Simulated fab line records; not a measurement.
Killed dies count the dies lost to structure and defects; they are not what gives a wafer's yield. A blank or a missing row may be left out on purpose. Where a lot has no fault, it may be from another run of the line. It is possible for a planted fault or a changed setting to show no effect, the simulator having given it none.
2 desks looking at one fault + flow nand_harc + only its own numbers are on each desk; what lay behind them is given at the end

## FOR THE TOOL OWNER'S DESK: litho_track-06
The tool's own readings at NHARC_P_M1_PEB_07 (peb time 65 s): means of the sampled wafers that have a number, for each lot that ran on this tool. The brackets show how far a lot's mean lies from the usual mean; more than 4 standard deviations puts the lot out of limits, marked OUT.
Columns: A = chill_plate_temp_C at NHARC_P_M1_PEB_07, usual 22.97 C; B = heater_power_total_W at NHARC_P_M1_PEB_07, usual 156.6 W; C = plate_temp_C at NHARC_P_M1_PEB_07, usual 99.98 C
| lot  | first seen here | A     | B                | C                |
|------|-----------------|-------|------------------|------------------|
| L614 | day 6 16:46     | 23.03 | 156.6            | 99.90            |
| L620 | day 9 12:17     | 22.84 | 160.8 (+9.9) OUT | 101.72 (+14) OUT |
| L621 | day 9 12:41     | 22.91 | 160.9 (+10) OUT  | 102.10 (+18) OUT |
| L628 | day 12 09:47    | 23.02 | 156.4            | 99.95            |
| L630 | day 13 08:21    | 22.87 | 156.9            | 100.05           |
| L631 | day 13 15:51    | 22.89 | 156.3            | 99.86            |
| L633 | day 14 13:19    | 23.08 | 156.9            | 100.10           |
This desk finds L620, L621 out of limits, L620 being first, at day 9 12:17 (heater_power_total_W at NHARC_P_M1_PEB_07). L614, L628, L630, L631, L633 stayed within limits.

## FROM THE METROLOGY DESK
What the gauges read, lot by lot, whatever tool the lot ran on: means of the sampled wafers that have a number. The brackets show how far a lot's mean lies from the usual mean; more than 4 standard deviations puts the lot out of limits, marked OUT.
Columns: A = cd_nm at NHARC_P_M0_CD_MEAS_16, usual 90.2 nm; B = cd_nm at NHARC_P_M1_CD_MEAS_09, usual 129.7 nm; C = cd_nm at NHARC_P_M1_CD_MEAS_16, usual 129.6 nm
| lot  | first seen here | A    | B                | C                |
|------|-----------------|------|------------------|------------------|
| L614 | day 6 13:17     | 89.8 | 129.1            | 128.9            |
| L620 | day 9 08:46     | 89.0 | 135.6 (+6.3) OUT | 135.3 (+4.7) OUT |
| L621 | day 9 09:13     | 89.0 | 135.2 (+5.9) OUT | 134.4 (+4.0) OUT |
| L628 | day 12 06:18    | 89.5 | 128.5            | 128.9            |
| L629 | day 12 20:53    | 91.6 | 131.3            | 130.7            |
| L630 | day 13 04:52    | 89.5 | 129.2            | 129.4            |
| L631 | day 13 12:28    | 90.0 | 128.5            | 128.0            |
| L633 | day 14 09:40    | 89.7 | 129.0            | 128.5            |
| L635 | day 15 06:57    | 88.7 | 129.3            | 129.3            |
| L636 | day 15 18:25    | 90.9 | 130.1            | 130.2            |
This desk finds L620, L621 out of limits, L620 being first, at day 9 12:22 (cd_nm at NHARC_P_M1_CD_MEAS_09). L614, L628, L629, L630, L631, L633, L635, L636 stayed within limits.

## ALL TOGETHER
The tool owner's desk had the chance to raise an alarm at day 9 12:17 on L620, L621.
L620, L621 would have let the metrology desk raise an alarm at day 9 12:22.
On litho_track-06, each named lot ran NHARC_P_M1_PEB_07.

## WHAT THE SIMULATOR PUT IN
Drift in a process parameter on litho_track-06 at NHARC_P_M1_PEB_07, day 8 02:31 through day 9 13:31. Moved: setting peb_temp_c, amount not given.
Struck lots among those shown: L620, L621.
Time in hours from fault onset to the first out-of-limits reading at each desk: tool owner's desk 34, metrology desk 34.
